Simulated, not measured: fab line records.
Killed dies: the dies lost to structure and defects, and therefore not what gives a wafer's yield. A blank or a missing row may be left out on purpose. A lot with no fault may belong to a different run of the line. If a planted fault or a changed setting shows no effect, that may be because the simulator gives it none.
Chamber matching | flow n5 finfet | N5_FIN_SAQP_ETCH_52 on rie diel-01: 4 sister chambers
The step etches SOC in N2/H2, target depth 100 nm, overetch 20 nm, time 150 s. 18 wafers are shown with their chamber, then 9 later ones without.

== EACH WAFER AND ITS CHAMBER ==
wafer  | chamber | showerhead plenum p Torr (Torr) | throttle valve pct (%) | oes product au (a.u.)
L074.1 | 3       | 2.48                            | 17.69                  | 0.81
L074.4 | 1       | 2.47                            | 17.70                  | 0.75
L074.5 | 0       | 2.46                            | 17.71                  | 0.74
L075.1 | 3       | 2.48                            | 17.73                  | 0.79
L075.2 | 1       | 2.47                            | 17.71                  | 0.73
L075.6 | 0       | 2.46                            | 17.72                  | 0.73
L078.1 | 3       | 2.48                            | 17.72                  | 0.78
L078.3 | 1       | 2.47                            | 17.73                  | 0.73
L078.4 | 2       | 2.54                            | 17.97                  | 0.69
L084.1 | 3       | 2.47                            | 17.73                  | 0.77
L084.2 | 2       | 2.54                            | 17.98                  | 0.68
L084.6 | 2       | 2.54                            | 18.00                  | 0.68
L086.2 | 1       | 2.46                            | 17.76                  | 0.71
L086.4 | 0       | 2.46                            | 17.77                  | 0.72
L086.5 | 2       | 2.53                            | 18.00                  | 0.68
L091.2 | 3       | 2.47                            | 17.78                  | 0.75
L091.3 | 0       | 2.45                            | 17.79                  | 0.71
L091.6 | 1       | 2.46                            | 17.79                  | 0.70

SIGNATURES (means of the wafers above)
reading                  | chamber 0 | chamber 1 | chamber 2 | chamber 3 | scatter within a chamber
showerhead plenum p Torr | 2.4575    | 2.4660    | 2.5375    | 2.4760    | 0.00528
throttle valve pct       | 17.7475   | 17.7380   | 17.9875   | 17.7300   | 0.0325
oes product au           | 0.7250    | 0.7240    | 0.6825    | 0.7800    | 0.0171
Rule: a wafer lies at a distance from a chamber equal to the root of the sum of squares, over the readings, of (its reading less the chamber's mean, divided by the reading's scatter). The wafer belongs to the nearest chamber; if the next one is less than 2 further off, it can't be placed. The scatter: the root of (the sum of the squares of (reading less its chamber's mean) over the shown wafers, divided by (wafers less chambers)).

== WAFERS WITH NO CHAMBER GIVEN ==
wafer  | showerhead plenum p Torr (Torr) | throttle valve pct (%) | oes product au (a.u.)
L092.3 | 2.53                            | 18.04                  | 0.67
L092.4 | 2.45                            | 17.79                  | 0.71
L092.5 | 2.45                            | 17.78                  | 0.70
L096.4 | 2.45                            | 17.79                  | 0.70
L096.5 | 2.45                            | 17.81                  | 0.69
L096.6 | 2.53                            | 18.04                  | 0.66
L097.1 | 2.45                            | 17.83                  | 0.70
L097.3 | 2.53                            | 18.05                  | 0.66
L097.4 | 2.45                            | 17.79                  | 0.69

== WHICH CHAMBER EACH WENT THROUGH ==
wafer  | from the rows above     | in truth
L092.3 | 2                       | 2
L092.4 | can't be placed: 0 or 1 | 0
L092.5 | can't be placed: 0 or 1 | 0
L096.4 | can't be placed: 0 or 1 | 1
L096.5 | can't be placed: 0 or 1 | 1
L096.6 | 2                       | 2
L097.1 | can't be placed: 0 or 1 | 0
L097.3 | 2                       | 2
L097.4 | can't be placed: 0 or 1 | 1
3 of 9 placed correctly. Can't be placed from these rows: 6 (the true chamber is among the candidates in 6). Wrongly placed: 0.
